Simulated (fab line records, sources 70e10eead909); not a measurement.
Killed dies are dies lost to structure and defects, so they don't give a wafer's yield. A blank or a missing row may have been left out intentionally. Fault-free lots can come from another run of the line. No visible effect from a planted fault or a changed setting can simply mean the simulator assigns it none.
Problem report in the 8D (eight disciplines) form, filled by code | flow nand-harc | the parts of the form that need people (team, actions taken, sign-off) are left out

== 1. WHAT WENT WRONG ==
Wafers without a fault read 292.7 W, standard deviation 0.95; rf-fwd-power-W at NHARC_P_M2_PRE_CLEAN_32 reads a mean of 241.9 W on 4 wafers belonging to 3 lots. That puts it -54 standard deviations away from the usual mean.
The step: time 12 s.
First seen on wafer L581.2, day 8 06:15, on pecvd-03. The record has a number at this step for 36 wafers belonging to 12 lots. The rule behind "out" and "out of limits": a value lying over 4 standard deviations away from the usual mean. Any other wafer with a number is counted as sound.

== 2. WHAT IT IS, WHAT IT ISN'T ==
question                    | is                             | is not
which readings at this step | rf-fwd-power-W                 | heater-power-w
which lots                  | L581, L582, L583               | L573, L577, L578, L579, L580, L589, L594, L595, L596
which wafers of those lots  | L581.2, L581.5, L582.2, L583.4 | L581.6, L582.3, L582.4, L583.1, L583.2
read on which tools         | pecvd-03                       | pecvd-02, pecvd-04
when                        | from day 8 06:15               | up to then (16 sound wafers); but 16 sound wafers of L582, L583, L589, L594, L595, L596 came after

== 3. THE SUSPECTS, EACH WITH WHAT RULES IT OUT ==
Counting: if a tool at a process step up to the reading ran every lot that is out, it stays a suspect. Sound lots after the first of them don't rule it out here, since some wafers of a struck lot are sound.
- rie-diel-06 at NHARC_P_M2_ETCH_28 (etches the open film in CF4/N2, target depth 30 nm, time 72.99 s): kept. It processed each lot that is out (first: L581, day 8 06:15); up to then, its last sound lot is L578 (day 7 17:22). NHARC_P_M2_ETCH_28: start missing for some lots; hours and lot order therefore follow NHARC_P_M2_PRE_CLEAN_32.
- pecvd-03 at NHARC_P_M2_PRE_CLEAN_32 (time 12 s): kept. It processed each lot that is out (first: L581, day 8 06:15); up to then, its last sound lot is L579 (day 7 20:14). Its own readings are out on those wafers: rf-fwd-power-W.
- At NHARC_P_M2_PRE_CLEAN_32, inside pecvd-03: chamber 1 took the wafers that are out, while their sound lot-mates went through chambers 0, 2.
Left after counting: rie-diel-06 at NHARC_P_M2_ETCH_28, pecvd-03 at NHARC_P_M2_PRE_CLEAN_32.

== 4. THE CAUSE (what the simulator had put in) ==
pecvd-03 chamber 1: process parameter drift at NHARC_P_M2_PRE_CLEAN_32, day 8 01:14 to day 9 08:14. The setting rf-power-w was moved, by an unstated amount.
Counting left 2 suspects, and this tool is among them.

== 5. SEQUENCE OF EFFECTS, ordered by route ==
Rows list readings where the struck wafers' mean (over those with a number) sits beyond 3 standard deviations from the usual. Scope: only readings with a usual standard deviation given in the record; hours: median across lots of the time from each lot's start at the first step in this table that gives one to its start at this step; sigmas: change in usual standard deviations.
hours | step                    | reading        | usual   | on struck wafers | change | sigmas
0     | NHARC_P_M2_PRE_CLEAN_32 | rf-fwd-power-W | 292.7 W | 241.9            | -50.8  | -54
It contains these process steps:
- NHARC_P_M2_PRE_CLEAN_32: time 12 s.
At these later measuring or inspecting steps, every struck wafer for which the step has a row has a number for every such reading, and none has moved that far: NHARC_END_SORT_01.

== 6. WHAT WOULD HAVE CAUGHT IT SOONER ==
The fault began at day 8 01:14; the first out-of-limits reading in this record came at day 8 06:15, 5 hours later.
